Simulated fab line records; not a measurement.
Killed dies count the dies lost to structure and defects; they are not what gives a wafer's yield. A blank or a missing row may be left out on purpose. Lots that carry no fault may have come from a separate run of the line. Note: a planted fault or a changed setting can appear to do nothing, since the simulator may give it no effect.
Chamber matching :: flow n5 finfet :: N5_BEOL_M10_ETCH_65 on rie diel-02: 4 sister chambers
The step etches SiARC in CF4, target depth 39 nm, time 65 s. 4 wafers are shown with their chamber, then 12 later ones without.

== WAFERS WITH THEIR CHAMBER ==
wafer: L080.2
chamber: 3
drypump motor current A (A): 6.6

wafer: L087.1
chamber: 2
drypump motor current A (A): 5.6

wafer: L087.2
chamber: 1
drypump motor current A (A): 5.9

wafer: L087.3
chamber: 0
drypump motor current A (A): 6.1

== WAFERS MISSING THEIR CHAMBER ==
wafer: L087.4
drypump motor current A (A): 5.9

wafer: L087.5
drypump motor current A (A): 5.6

wafer: L087.6
drypump motor current A (A): 6.1

wafer: L089.1
drypump motor current A (A): 5.6

wafer: L089.3
drypump motor current A (A): 6.1

wafer: L089.4
drypump motor current A (A): 6.2

wafer: L091.3
drypump motor current A (A): 5.9

wafer: L091.4
drypump motor current A (A): 6.1

wafer: L091.6
drypump motor current A (A): 5.6

wafer: L093.1
drypump motor current A (A): 5.9

wafer: L093.4
drypump motor current A (A): 6.6

wafer: L093.6
drypump motor current A (A): 5.9

== EACH ONE'S CHAMBER ==
wafer: L087.4
from the rows above: 1
in truth: 1

wafer: L087.5
from the rows above: 2
in truth: 2

wafer: L087.6
from the rows above: 0
in truth: 0

wafer: L089.1
from the rows above: 2
in truth: 2

wafer: L089.3
from the rows above: 0
in truth: 0

wafer: L089.4
from the rows above: 0
in truth: 0

wafer: L091.3
from the rows above: 1
in truth: 1

wafer: L091.4
from the rows above: 0
in truth: 0

wafer: L091.6
from the rows above: 2
in truth: 2

wafer: L093.1
from the rows above: 1
in truth: 1

wafer: L093.4
from the rows above: 3
in truth: 3

wafer: L093.6
from the rows above: 1
in truth: 1
Correctly placed: 12 of 12. Not placeable from these rows: 0. 0 placed wrongly.
How it was worked out, from the rows above alone: a wafer's distance from a chamber is the root of the sum, over the readings, of the square of ((its reading less the chamber's mean) divided by the reading's scatter). If the next closest chamber is less than 2 further off than the closest, the wafer can't be placed; otherwise it belongs to the closest. Each chamber's mean is taken over the wafers shown for it. The scatter (one wafer shown for each chamber): square how far every hidden wafer sits from the nearest shown wafer, average those squares and take the square root.
